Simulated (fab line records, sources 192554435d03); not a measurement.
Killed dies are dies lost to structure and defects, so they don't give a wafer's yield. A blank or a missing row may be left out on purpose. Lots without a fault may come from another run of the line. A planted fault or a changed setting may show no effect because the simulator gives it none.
One fault seen from 2 desks | flow n5_finfet | each desk has only its own numbers; what lay behind them comes last

THE TOOL OWNER'S DESK: ald_sin-02
The tool's own readings at N5_SDB_ALD_29 (deposits SiNx, target thk 30 nm, pulse time 1 s, ald cycles 600): means of the sampled wafers that have a number, for each lot that ran on this tool. A lot is out of limits, marked OUT, if its mean lies more than 4 standard deviations from the usual mean; the brackets give that distance.
Columns: A = heater_power_w at N5_SDB_ALD_29, usual 866 W; B = precursor_pulse_height_rel at N5_SDB_ALD_29, usual 1.000
lot  | first seen here | A   | B
L541 | day 5 00:36     | 839 | 0.978
L542 | day 5 07:16     | 965 | 0.996
L543 | day 5 12:23     | 909 | 1.005
This desk's finding: nothing out of limits on any of the 3 lots.

THE METROLOGY DESK
What the gauges read, lot by lot, whatever tool the lot ran on: means of the sampled wafers that have a number. A lot is out of limits, marked OUT, if its mean lies more than 4 standard deviations from the usual mean; the brackets give that distance. Of its 10 readings 7 are shown: those that lie furthest out on some lot.
Columns: A = DIBL_P at N5_BEOL_M4_RC_MEAS_101, usual 36.6 mV/V; B = IOFF_N at N5_BEOL_M4_RC_MEAS_101, usual 0.16 nA/um; C = IOFF_P at N5_BEOL_M4_RC_MEAS_101, usual 0.21 nA/um; D = ION_P at N5_BEOL_M4_RC_MEAS_101, usual 460 uA/um; E = SS_P at N5_BEOL_M4_RC_MEAS_101, usual 73.4 mV/dec; F = VT_N at N5_BEOL_M4_RC_MEAS_101, usual 249 mV; G = VT_P at N5_BEOL_M4_RC_MEAS_101, usual -252 mV
lot  | first seen here | A    | B    | C    | D   | E    | F   | G
L541 | day 9 02:13     | 36.6 | 0.16 | 0.19 | 460 | 73.1 | 251 | -251
L542 | day 9 08:05     | 36.3 | 0.17 | 0.22 | 464 | 73.4 | 246 | -251
L543 | day 9 11:25     | 39.5 | 0.18 | 0.22 | 457 | 74.1 | 249 | -251
L557 | day 13 02:27    | 37.2 | 0.21 | 0.26 | 470 | 73.4 | 244 | -246
This desk's finding: nothing out of limits on any of the 4 lots.

PUT TOGETHER
The tool owner's desk saw nothing out of limits.
The metrology desk saw nothing out of limits.

WHAT THE SIMULATOR HAD PUT IN
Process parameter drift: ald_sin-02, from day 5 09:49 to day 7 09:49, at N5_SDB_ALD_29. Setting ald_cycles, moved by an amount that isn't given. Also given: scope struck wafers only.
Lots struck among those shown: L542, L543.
